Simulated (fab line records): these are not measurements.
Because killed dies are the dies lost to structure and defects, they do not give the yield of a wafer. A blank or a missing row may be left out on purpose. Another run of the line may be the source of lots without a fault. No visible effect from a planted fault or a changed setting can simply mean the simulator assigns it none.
The tool behind it: which one?	flow nand harc	72 wafers from 24 lots sampled at 5 of the route's 1159 steps

== WHAT EACH GAUGE READ, for each wafer ==
NHARC_A_ONON_D1_THK_MEAS_11: measures by ellipsometry. Usual: thk nm reads 1001 nm (standard deviation 10).
lot	measured	on	thk nm (nm)	flag
L074	day 7 13:17	film metro-02	1005 1001 1003	
L075	day 8 01:11	film metro-01	994 994 993	
L076	day 8 01:12	film metro-02	995 997 997	
L078	day 8 07:22	film metro-01	993 991 992	
L077	day 8 07:23	film metro-02	998 1000 1000	
L079	day 9 03:57	film metro-02	994 993 994	
L080	day 9 03:58	film metro-01	991 992 993	
L081	day 9 14:08	film metro-02	1005 1006 1005	
L082	day 9 14:08	film metro-01	986 987 986	
L083	day 9 20:10	film metro-02	1023 1021 1019	
L084	day 9 20:11	film metro-01	1005 1003 1002	
L085	day 10 17:22	film metro-01	986 986 987	
L087	day 10 17:23	film metro-01	990 990 989	
L086	day 10 17:23	film metro-02	996 995 997	
L089	day 11 05:03	film metro-02	1011 1009 1010	
L088	day 11 11:49	film metro-02	996 992 996	
L090	day 11 21:14	film metro-02	1010 1009 1010	
L092	day 12 04:14	film metro-02	991 990 991	
L091	day 12 04:20	film metro-02	1011 1010 1009	
L093	day 12 14:27	film metro-02	1003 1002 1002	
L094	day 12 14:35	film metro-02	1001 1002 1001	
L095	day 12 14:35	film metro-01	1008 1011 1011	
L096	day 13 07:11	film metro-02	1001 999 1002	
L097	day 13 07:14	film metro-01	1028 1026 1028	

NHARC_A_ONON_D1_THK_MEAS_18: measures by ellipsometry. Usual: thk nm reads 1000 nm (standard deviation 9).
lot	measured	on	thk nm (nm)	flag
L074	day 7 20:59	film metro-01	993 995 993	
L075	day 8 11:08	film metro-01	1001 1001 1000	
L076	day 8 11:07	film metro-02	1015 1016 1016	
L078	day 8 15:00	film metro-01	1002 1002 1001	
L077	day 8 15:01	film metro-02	1020 1018 1018	
L079	day 9 11:41	film metro-01	1002 1001 1001	
L080	day 9 11:43	film metro-01	985 988 986	
L081	day 9 21:56	film metro-01	1006 1004 1004	
L082	day 9 21:57	film metro-02	1001 1002 1000	
L083	day 10 05:38	film metro-02	990 991 990	
L084	day 10 05:38	film metro-01	983 983 985	
L085	day 11 02:02	film metro-02	1008 1007 1007	
L087	day 11 02:02	film metro-01	1000 1001 1001	
L086	day 11 02:24	film metro-01	1005 1005 1005	
L089	day 11 14:24	film metro-01	1004 1004 1004	
L088	day 11 21:14	film metro-01	1003 1002 1002	
L090	day 12 05:10	film metro-01	990 990 992	
L092	day 12 14:14	film metro-02	1008 1008 1007	
L091	day 12 14:14	film metro-01	998 997 999	
L093	day 13 00:15	film metro-01	1008 1008 1008	
L094	day 13 00:15	film metro-02	998 998 1000	
L095	day 13 00:16	film metro-02	988 987 987	
L096	day 13 18:39	film metro-02	983 982 982	
L097	day 13 18:40	film metro-02	1002 1001 1001	

NHARC_A_ONON_D1_THK_MEAS_21: measures by ellipsometry. Usual: thk nm reads 997 nm (standard deviation 12).
lot	measured	on	thk nm (nm)	flag
L074	day 7 21:34	film metro-02	981 979 980	
L075	day 8 11:44	film metro-01	990 991 988	
L076	day 8 11:40	film metro-02	996 994 994	
L078	day 8 15:34	film metro-01	1006 1006 1007	
L077	day 8 15:35	film metro-02	981 982 980	
L079	day 9 12:23	film metro-02	982 982 981	
L080	day 9 12:24	film metro-02	1022 1020 1021	
L081	day 9 22:31	film metro-02	1002 1002 1001	
L082	day 9 22:31	film metro-01	1006 1003 1003	
L083	day 10 06:12	film metro-02	990 988 990	
L084	day 10 06:13	film metro-01	997 996 995	
L085	day 11 02:36	film metro-01	1011 1010 1010	
L087	day 11 02:45	film metro-02	1028 1024 1026	
L086	day 11 03:06	film metro-02	993 994 993	
L089	day 11 15:00	film metro-02	985 988 985	
L088	day 11 21:47	film metro-01	1003 1001 1002	
L090	day 12 05:44	film metro-01	993 992 991	
L092	day 12 14:48	film metro-01	993 992 990	
L091	day 12 14:56	film metro-02	996 993 994	
L093	day 13 00:49	film metro-01	995 994 995	
L094	day 13 00:49	film metro-02	984 983 982	
L095	day 13 00:50	film metro-02	1009 1008 1007	
L096	day 13 19:13	film metro-02	995 998 997	
L097	day 13 19:14	film metro-02	1011 1011 1011	

NHARC_A_CHANNEL_HOLE_D1_INSPECT_40. Usual: raw defect count reads 57 (standard deviation 14).
lot	measured	on	raw defect count	flag
L074	day 8 12:12	defect inspect-01	64 55 51	
L075	day 9 03:40	defect inspect-01	32 51 34	
L076	day 9 02:51	defect inspect-02	76 50 63	
L078	day 9 08:40	defect inspect-01	31 35 59	
L077	day 9 08:53	defect inspect-01	40 38 72	
L079	day 10 01:14	defect inspect-01	59 62 67	
L080	day 10 01:37	defect inspect-02	64 53 75	
L081	day 10 11:09	defect inspect-01	61 65 58	
L082	day 10 11:52	defect inspect-01	45 29 32	
L083	day 10 18:24	defect inspect-01	51 67 60	
L084	day 10 19:37	defect inspect-02	65 70 62	
L085	day 11 18:16	defect inspect-02	66 48 50	
L087	day 11 20:04	defect inspect-01	37 80 20	
L086	day 11 22:25	defect inspect-01	63 78 64	
L089	day 12 03:16	defect inspect-01	39 71 43	
L088	day 12 09:44	defect inspect-01	77 94 101	
L090	day 12 17:56	defect inspect-02	46 55 51	
L092	day 13 02:55	defect inspect-02	75 70 63	
L091	day 13 03:29	defect inspect-02	68 41 48	
L093	day 13 13:11	defect inspect-02	45 45 54	
L094	day 13 14:11	defect inspect-01	55 53 48	
L095	day 13 17:22	defect inspect-01	67 44 50	
L096	day 14 10:16	defect inspect-01	42 68 56	
L097	day 14 14:22	defect inspect-02	63 51 48	

== TOOL THAT RAN EACH LOT (tool first, then ch and the chambers of the sampled wafers, then the start) ==
lot	NHARC_A_CHANNEL_HOLE_D1_ETCH_20
L074	har etch-01 ch 0,1, day 8 06:41
L075	har etch-02 ch 0,1, day 8 21:31
L076	har etch-01 ch 0,1, day 8 21:19
L078	har etch-01 ch 0,1, day 9 03:05
L077	har etch-02 ch 0,1, day 9 03:14
L079	har etch-01 ch 0,1, day 9 19:05
L080	har etch-02 ch 0, day 9 20:04
L081	har etch-01 ch 0,1, day 10 05:44
L082	har etch-02 ch 0,1, day 10 06:23
L083	har etch-01 ch 0,1, day 10 12:52
L084	har etch-02 ch 0,1, day 10 13:36
L085	har etch-01 ch 0,1, day 11 12:42
L087	har etch-02 ch 0,1, day 11 14:28
L086	har etch-01 ch 0,1, day 11 16:53
L089	har etch-02 ch 0,1, day 11 21:42
L088	har etch-01 ch 0,1, day 12 04:11
L090	har etch-02 ch 0,1, day 12 12:19
L092	har etch-01 ch 0,1, day 12 21:20
L091	har etch-02 ch 0,1, day 12 21:55
L093	har etch-02 ch 0,1, day 13 07:34
L094	har etch-01 ch 0,1, day 13 08:27
L095	har etch-02 ch 0,1, day 13 11:45
L096	har etch-02 ch 1, day 14 04:40
L097	har etch-02 ch 0,1, day 14 08:47
- NHARC_A_CHANNEL_HOLE_D1_ETCH_20: etches the open film in C4F8/O2/Ar, time 361.9 s, target depth 1600 nm.

== WHAT THE TOOLS THEMSELVES READ (means of the sampled wafers that have a number; where no wafer has one, the mark that the record gives instead) ==
NHARC_A_CHANNEL_HOLE_D1_ETCH_20. Usual: c4f8 flow sccm 89.25 sccm, standard deviation 0.26; drypump motor current A 5.77 A, standard deviation 0.077; showerhead plenum p Torr 3.74 Torr, standard deviation 0.11; throttle valve pct 32.155 %, standard deviation 0.0086.
lot	tool	c4f8 flow sccm (sccm)	drypump motor current A (A)	showerhead plenum p Torr (Torr)	throttle valve pct (%)	flag
L074	har etch-01	89.17	5.77	3.83	32.151	
L075	har etch-02	89.28	5.79	3.74	32.164	
L076	har etch-01	89.09	5.77	3.82	32.155	
L078	har etch-01	89.36	5.73	3.82	32.151	
L077	har etch-02	88.98	5.79	3.73	32.153	
L079	har etch-01	89.15	5.75	3.82	32.159	
L080	har etch-02	89.19	5.89	3.58	32.150	
L081	har etch-01	89.09	5.72	3.82	32.155	
L082	har etch-02	89.57	5.83	3.66	32.153	
L083	har etch-01	88.94	5.74	3.81	32.155	
L084	har etch-02	89.31	5.82	3.65	32.163	
L085	har etch-01	89.33	5.75	3.81	32.153	
L087	har etch-02	89.58	5.81	3.65	32.159	
L086	har etch-01	88.98	5.75	3.81	32.153	
L089	har etch-02	89.21	5.78	3.72	32.161	
L088	har etch-01	89.13	5.71	3.80	32.157	
L090	har etch-02	89.34	5.83	3.64	32.148	
L092	har etch-01	89.33	5.76	3.80	32.150	
L091	har etch-02	89.39	5.84	3.64	32.160	
L093	har etch-02	88.96	5.78	3.71	32.157	
L094	har etch-01	89.16	5.76	3.80	32.140	
L095	har etch-02	89.26	5.78	3.71	32.153	
L096	har etch-02	89.43	5.73	3.78	32.147	
L097	har etch-02	89.24	5.79	3.70	32.150	

== THE ANSWER, worked out from the rows above alone ==
Rule: a lot is off if the mean of its wafers that have a number lies more than 3 standard deviations from the usual mean. A lot without any number at a reading at which 4 lots or more have one is off too. Where the step has rows for the other lots, those lots are counted as sound. The gauges are gone through in route order, then the tools' own readings, and for those a lot's mean is taken as printed above. The first step at which some lot is off is used, and at that step the reading that is off furthest; a lot without a number counts as furthest.
Across all readings shown, no lot is off: no conclusion can be drawn from this.

== WHAT THE SIMULATOR PUT IN ==
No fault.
